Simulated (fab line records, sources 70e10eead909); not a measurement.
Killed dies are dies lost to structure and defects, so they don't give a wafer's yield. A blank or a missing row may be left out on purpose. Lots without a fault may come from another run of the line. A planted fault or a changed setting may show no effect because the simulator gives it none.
Chamber matching | flow nand_harc | NHARC_P_GATE_DESCUM_31 on rie_diel-06: 4 sister chambers
The step chemistry O2, time 3 s. 18 wafers are shown with their chamber, then 9 later ones without.

WAFERS WITH THEIR CHAMBER
wafer  | chamber | showerhead_plenum_p_Torr (Torr) | oes_product_au (a.u.) | rf_vpp_V (V)
L074.1 | 1       | 1.95                            | 1.010                 | 58.7
L074.3 | 3       | 2.00                            | 1.008                 | 58.7
L074.6 | 1       | 1.95                            | 1.014                 | 58.2
L080.4 | 1       | 1.95                            | 1.013                 | 58.0
L080.5 | 2       | 1.84                            | 1.006                 | 55.3
L080.6 | 1       | 1.95                            | 1.010                 | 58.5
L086.1 | 3       | 1.99                            | 0.978                 | 57.8
L086.3 | 1       | 1.95                            | 1.010                 | 57.8
L086.5 | 0       | 1.98                            | 1.002                 | 57.4
L089.2 | 3       | 1.99                            | 0.991                 | 57.3
L089.4 | 1       | 1.95                            | 1.007                 | 57.2
L089.5 | 0       | 1.98                            | 0.993                 | 58.3
L091.1 | 0       | 1.98                            | 1.017                 | 59.1
L091.4 | 1       | 1.95                            | 1.021                 | 57.6
L091.5 | 2       | 1.84                            | 1.002                 | 58.7
L092.1 | 1       | 1.95                            | 1.006                 | 57.3
L092.2 | 0       | 1.98                            | 1.008                 | 58.5
L092.4 | 2       | 1.84                            | 0.996                 | 56.3

SIGNATURES (means of the wafers above)
reading                  | chamber 0 | chamber 1 | chamber 2 | chamber 3 | scatter within a chamber
showerhead_plenum_p_Torr | 1.9800    | 1.9500    | 1.8400    | 1.9933    | 0.00218
oes_product_au           | 1.00500   | 1.01137   | 1.00133   | 0.99233   | 0.0083
rf_vpp_V                 | 58.325    | 57.913    | 56.767    | 57.933    | 0.872
Rule: a wafer's distance from a chamber is the root of the sum, over the readings, of the square of ((its reading less the chamber's mean) divided by the reading's scatter). The wafer belongs to the nearest chamber; if the next one is less than 2 further off, it can't be placed. The scatter: the root of (the sum of the squares of (reading less its chamber's mean) over the shown wafers, divided by (wafers less chambers)).

WAFERS WITHOUT THEIR CHAMBER
wafer  | showerhead_plenum_p_Torr (Torr) | oes_product_au (a.u.) | rf_vpp_V (V)
L092.3 | 1.99                            | 0.992                 | 58.7
L092.5 | 1.95                            | 1.013                 | 57.5
L092.6 | 1.84                            | 1.002                 | 57.1
L094.2 | 1.98                            | 1.006                 | 57.2
L094.3 | 1.99                            | 0.986                 | 58.1
L094.5 | 1.95                            | 1.004                 | 58.3
L097.2 | 1.95                            | 1.006                 | 56.3
L097.3 | 1.98                            | 1.004                 | 58.2
L097.5 | 1.99                            | 1.021                 | 58.6

WHICH CHAMBER EACH WENT THROUGH
wafer  | from the rows above     | in truth
L092.3 | 3                       | 3
L092.5 | 1                       | 1
L092.6 | 2                       | 2
L094.2 | 0                       | 0
L094.3 | 3                       | 3
L094.5 | 1                       | 1
L097.2 | 1                       | 1
L097.3 | 0                       | 0
L097.5 | can't be placed: 3 or 0 | 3
Placed correctly: 8 of 9. Can't be placed from these rows: 1 (the true chamber is among the candidates in 1). Placed wrongly: 0.
